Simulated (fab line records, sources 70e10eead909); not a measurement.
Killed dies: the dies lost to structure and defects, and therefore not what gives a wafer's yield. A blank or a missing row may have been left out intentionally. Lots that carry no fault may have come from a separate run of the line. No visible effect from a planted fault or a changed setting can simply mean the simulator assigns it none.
fab line records	flow nandHarc	part 2 of 2: steps 5 to 6 of 6
record: lots: 24	wafers: 72	lastDay: 34
route steps=1302 shown P_GATE@149 P_M0@268 P_M1@298 P_M2@348
lots with no fault: from the same line, run without faults
startH: hours from the record's first day to the start of the lot's first wafer shown	waitH: hours since the lot's step before	" unchanged from the row above	L1.1+2: a row that stands for several wafers	- either no value or no given start	* or withheld: withheld	< > ~ a bound
route shown NAME@n: names a module that has steps shown in the file, with the first one's number in the route	usual: mean and standard deviation over wafers with no fault	same: alike in all rows	chamber/n: place in a boat	sites: the reading at each site	_std_site: their standard deviation	_edge_site: outer sites' mean less inner sites'	radiusMm: how far each site lies from the wafer's centre	mask NAME#n: copy n	behind: the tool/chamber that last shaped the wafer	hold: cause of the lot's hold/its duration in hours/its outcome	device: the n, p or np transistor that did not switch	end of line: tests of these same wafers at the route's end	where a step has no rows: the recipe by itself	killed: not the wafer's yield, but the dies lost to structure and defects at the first sort	map: shows each die of a wafer: x if killed, . if not, _ if none is there
set.NAME: the setting that was run; set.NAME@STEP: the one run at that earlier step	model.NAME: the simulator's own value behind a step, which no gauge read
one table for each step of the route and one row for each wafer, over a sample of lots
services: the hour from which a tool's chamber was out of use, counted from the record's first day as startH (under 0 if before that day), plus the number of hours and why
== steps ==
step: NHARC_P_M1_STRIP_18
recipe: powerW: 1000	n2FlowSccm: 150	h2FlowSccm: 150	arFlowSccm: 0	biasW: 0	chemistry: N2/H2
usual: drypumpMotorCurrentA: 6.0/0.45	n2FlowSccm: 150.0/0.45	oesProductAu: 1.000/0.011	powerW: 1000.2/2.9	rfVppV: 90.5/0.99	showerheadPlenumPTorr: 2.02/0.077	throttleValvePct: 14.170/0.0094
lot.wafer	tool	chamber	startH	waitH	drypumpMotorCurrentA	n2FlowSccm	oesProductAu	powerW	rfHoursCounterH	rfVppV	showerheadPlenumPTorr	throttleValvePct
L074.4	rieDiel-12	2	134.17	0.1	5.7	150.0	0.993	997.6	3	90.0	2.05	14.163
L074.1	"	0	"	"	6.8	150.4	0.986	997.5	3	91.6	1.98	14.163
L074.6	"	3	"	"	6.0	149.7	1.006	995.7	-	91.4	2.02	14.164
L075.3	rieDiel-02	0	136.76	0.1	6.5	150.3	0.996	1001.4	6	90.8	1.96	14.172
L075.6	"	3	"	"	5.4	149.7	1.006	998.9	-	91.4	2.05	14.181
L075.5	"	0	"	"	6.5	149.8	0.992	1000.6	-	89.7	1.96	14.158
L076.3	rieDiel-02	0	146.20	0.1	6.5	150.6	0.992	1000.0	6	89.6	1.96	14.161
L076.5	"	2	"	"	5.7	150.0	1.013	1001.1	-	90.7	2.02	14.173
L076.6	"	3	"	"	5.4	150.5	1.009	1001.7	-	92.8	2.05	14.163
L078.4	rieDiel-12	1	162.82	0.1	6.4	149.9	0.979	996.9	6	92.8	2.17	14.163
L078.5	"	1	"	"	6.4	150.1	0.985	1002.1	-	91.8	2.17	14.175
L078.6	"	2	"	"	5.7	149.7	0.998	998.7	-	89.9	2.05	14.181
L077.3	rieDiel-12	0	163.30	0.1	6.8	150.2	0.987	998.4	6	90.7	1.98	14.161
L077.2	"	2	"	"	5.7	149.8	0.997	1004.3	6	88.7	2.05	14.154
L077.5	"	0	"	"	6.8	149.7	0.994	1004.9	-	89.6	1.98	14.182
L079.2	rieDiel-02	1	178.25	0.1	5.9	150.3	1.007	996.6	8	89.5	1.91	14.174
L079.4	"	2	"	"	5.7	150.2	0.999	998.4	9	89.6	2.02	14.162
L079.1	"	3	"	"	5.4	150.6	0.994	1004.1	9	90.3	2.04	14.178
L080.1	rieDiel-12	3	189.73	0.1	5.9	150.2	0.985	1002.3	7	91.2	2.02	14.172
L080.3	"	1	"	"	6.4	150.2	0.986	992.1	9	90.2	2.16	14.154
L080.5	"	3	"	"	6.0	150.6	0.987	997.4	-	89.8	2.02	14.173
L081.1	rieDiel-02	0	197.81	0.1	6.5	151.1	1.014	999.4	10	89.3	1.96	14.175
L081.2	"	2	"	"	5.7	149.9	1.006	999.6	10	91.9	2.02	14.182
L081.3	"	3	"	"	5.4	150.7	1.013	995.8	10	90.2	2.04	14.163
L082.1	rieDiel-03	0	209.18	0.1	5.6	150.0	1.030	1006.6	30	90.6	2.21	14.141
L082.3	"	1	"	"	5.3	150.3	1.004	1001.3	32	91.2	2.00	14.170
L082.5	"	2	"	"	6.1	149.9	1.007	1001.1	-	90.3	1.90	14.171
L083.2	rieDiel-12	0	227.06	0.1	6.8	149.6	0.993	997.4	10	90.6	1.98	14.177
L083.5	"	1	"	"	6.4	149.8	0.990	997.9	-	91.0	2.16	14.159
L083.6	"	2	"	"	5.7	149.4	1.011	999.7	-	91.7	2.04	14.185
L084.4	rieDiel-02	0	232.94	0.1	6.5	149.2	1.017	1002.9	1	90.1	1.96	14.172
L084.3	"	3	"	"	5.4	149.5	1.000	997.2	1	90.5	2.04	14.176
L084.5	"	1	"	"	5.9	150.5	1.031	1004.0	-	90.4	1.91	14.174
L085.3	rieDiel-02	3	238.48	0.1	5.4	149.9	1.001	996.8	1	90.8	2.04	14.166
L085.4	"	0	"	"	6.5	150.6	1.017	999.0	1	89.4	1.96	14.179
L085.5	"	1	"	"	5.9	149.9	1.017	1002.1	-	89.4	1.91	14.178
L086.2	rieDiel-03	2	243.24	0.1	6.1	149.5	0.994	1003.1	42	91.5	1.90	14.170
L086.6	"	3	"	"	6.3	149.9	1.002	992.7	-	89.6	2.12	14.176
L086.5	"	0	"	"	5.6	149.5	1.011	999.5	-	92.3	2.20	14.158
L087.4	rieDiel-02	3	252.51	0.1	5.4	149.8	1.005	997.9	1	91.1	2.04	14.170
L087.1	"	1	"	"	5.9	150.3	1.014	1004.4	1	88.6	1.91	14.169
L087.2	"	2	"	"	5.7	150.6	1.001	1002.0	1	89.8	2.01	14.168
L089.2	rieDiel-02	3	270.25	0.1	5.4	150.2	0.994	998.2	3	90.7	2.04	14.169
L089.3	"	0	"	"	6.6	149.7	1.010	1002.3	2	89.3	1.96	14.172
L089.6	"	3	"	"	5.4	149.9	0.994	998.2	-	90.6	2.04	14.174
L088.3	rieDiel-02	1	271.38	0.1	6.0	150.2	1.013	1003.3	2	90.1	1.91	14.159
L088.4	"	3	"	"	5.4	150.2	0.998	1000.4	3	90.7	2.04	14.185
L088.6	"	1	"	"	5.9	150.6	1.009	1004.0	-	89.9	1.91	14.179
L090.2	rieDiel-02	0	290.53	0.1	6.5	150.6	0.997	998.4	3	91.5	1.96	14.156
L090.1	"	1	"	"	5.9	149.9	1.015	1000.1	3	91.2	1.91	14.174
L090.3	"	2	"	"	5.7	149.3	1.013	998.1	4	90.6	2.01	14.175
L091.2	rieDiel-12	1	297.58	0.1	6.4	150.2	0.990	998.4	3	91.7	2.16	14.167
L091.1	"	2	"	"	5.7	149.3	1.003	1001.7	3	90.7	2.04	14.166
L091.3	"	0	"	"	6.8	151.1	0.998	1001.0	3	89.2	1.98	14.177
L092.2	rieDiel-02	1	304.52	0.1	5.9	150.1	1.014	998.0	4	91.4	1.91	14.164
L092.1	"	2	"	"	5.7	150.3	1.013	1002.9	4	91.3	2.01	14.179
L092.5	"	3	"	"	5.4	149.5	0.998	995.1	-	90.1	2.04	14.170
L093.2	rieDiel-02	3	315.17	0.1	5.4	150.4	1.009	999.7	6	90.3	2.04	14.172
L093.1	"	0	"	"	6.5	150.0	1.011	1004.6	5	90.0	1.96	14.152
L093.5	"	0	"	"	6.5	150.0	1.009	1000.9	-	89.5	1.96	14.163
L094.1	rieDiel-12	2	333.09	0.1	5.7	150.1	1.001	1001.6	6	91.0	2.04	14.181
L094.3	"	0	"	"	6.8	149.2	0.997	999.3	5	92.5	1.98	14.165
L094.5	"	2	"	"	5.7	149.6	1.002	1002.2	-	89.2	2.04	14.173
L095.2	rieDiel-12	2	334.30	0.1	5.7	149.7	0.997	998.8	6	90.6	2.04	14.176
L095.1	"	3	"	"	6.0	150.0	0.979	997.8	5	90.0	2.01	14.176
L095.3	"	0	"	"	6.8	150.4	0.991	1002.2	5	90.2	1.98	14.177
L096.3	rieDiel-12	3	344.57	0.1	5.9	149.9	0.991	997.9	7	90.4	2.01	14.185
L096.1	"	0	"	"	6.8	149.7	0.992	999.1	6	89.7	1.98	14.156
L096.4	"	1	"	"	6.4	150.2	0.985	999.5	8	90.4	2.16	14.164
L097.2	rieDiel-02	1	363.72	0.1	6.0	149.3	1.024	1000.3	8	89.8	1.91	14.167
L097.5	"	2	"	"	5.7	150.5	1.003	996.1	-	90.1	2.01	14.181
L097.6	"	3	"	"	5.4	149.8	0.998	998.1	-	89.5	2.04	14.177
step: NHARC_P_M2_INSPECT_27
usual: rawDefectCount: 328/120
lot.wafer	tool	chamber	startH	waitH	rawDefectCount
L074.1	defectInspect-01	-	140.38	0.0	351
L074.4	"	-	"	"	468
L074.6	"	-	"	"	690
L075.3	defectInspect-02	-	143.06	0.0	235
L075.5	"	-	"	"	268
L075.6	"	-	"	"	291
L076.3	defectInspect-02	-	152.91	0.0	177
L076.5	"	-	"	"	405
L076.6	"	-	"	"	478
L078.4	defectInspect-02	-	169.27	0.0	280
L078.5	"	-	"	"	153
L078.6	"	-	"	"	248
L077.2	defectInspect-02	-	169.76	0.0	196
L077.3	"	-	"	"	169
L077.5	"	-	"	"	139
L079.1	defectInspect-01	-	184.79	0.0	216
L079.2	"	-	"	"	462
L079.4	"	-	"	"	273
L080.1	defectInspect-01	-	196.25	0.0	244
L080.3	"	-	"	"	329
L080.5	"	-	"	"	291
L081.1	defectInspect-02	-	204.15	0.0	548
L081.2	"	-	"	"	290
L081.3	"	-	"	"	341
L082.1	defectInspect-01	-	215.41	0.0	425
L082.3	"	-	"	"	503
L082.5	"	-	"	"	385
L083.2	defectInspect-02	-	233.39	0.0	241
L083.5	"	-	"	"	173
L083.6	"	-	"	"	146
L084.3	defectInspect-02	-	239.29	0.0	244
L084.4	"	-	"	"	307
L084.5	"	-	"	"	307
L085.3	defectInspect-01	-	244.77	0.0	247
L085.4	"	-	"	"	247
L085.5	"	-	"	"	208
L086.2	defectInspect-02	-	249.58	0.0	221
L086.5	"	-	"	"	278
L086.6	"	-	"	"	267
L087.1	defectInspect-02	-	258.86	0.0	542
L087.2	"	-	"	"	329
L087.4	"	-	"	"	454
L089.2	defectInspect-01	-	276.59	0.0	281
L089.3	"	-	"	"	319
L089.6	"	-	"	"	202
L088.3	defectInspect-01	-	277.73	0.0	258
L088.4	"	-	"	"	389
L088.6	"	-	"	"	435
L090.1	defectInspect-02	-	296.89	0.0	234
L090.2	"	-	"	"	265
L090.3	"	-	"	"	193
L091.1	defectInspect-01	-	304.04	0.0	398
L091.2	"	-	"	"	476
L091.3	"	-	"	"	358
L092.1	defectInspect-02	-	312.31	0.0	396
L092.2	"	-	"	"	448
L092.5	"	-	"	"	580
L093.1	defectInspect-02	-	321.43	0.0	361
L093.2	"	-	"	"	453
L093.5	"	-	"	"	337
L094.1	defectInspect-01	-	339.39	0.0	361
L094.3	"	-	"	"	254
L094.5	"	-	"	"	217
L095.1	defectInspect-02	-	340.62	0.0	419
L095.2	"	-	"	"	321
L095.3	"	-	"	"	358
L096.1	defectInspect-01	-	350.79	0.0	156
L096.3	"	-	"	"	370
L096.4	"	-	"	"	291
L097.2	defectInspect-01	-	369.86	0.0	422
L097.5	"	-	"	"	233
L097.6	"	-	"	"	494
== services ==
tool	chamber	startH	hours	kind
rieDiel-12	-	91.74	9.0	pm
rieDiel-02	1	95.45	10.2	repair
rieDiel-12	0	103.53	5.3	repair
rieDiel-07	-	118.20	9.0	pm
aldSin-02	-	118.32	10.0	pm
rieDiel-11	3	127.62	4.4	repair
rieSi-05	-	128.00	9.0	pm
rieDiel-12	3	142.72	8.9	repair
rieSi-05	0	167.83	3.9	repair
rieDiel-07	1	169.77	3.3	repair
rieDiel-11	1	170.61	4.4	repair
aldSin-02	1	180.31	10.8	repair
rieDiel-11	3	189.25	6.5	repair
rieDiel-02	3	202.02	6.1	repair
rieDiel-07	1	202.78	13.0	repair
rieDiel-02	-	216.70	9.0	pm
rieDiel-11	-	228.29	0.2	repair
rieDiel-11	0	229.51	20.0	repair
rieDiel-11	2	243.32	2.4	repair
rieDiel-07	0	245.00	2.0	repair
rieDiel-12	-	268.74	9.0	pm
rieDiel-07	-	295.20	9.0	pm
rieDiel-12	0	337.64	2.7	repair
rieDiel-07	1	348.03	10.8	repair
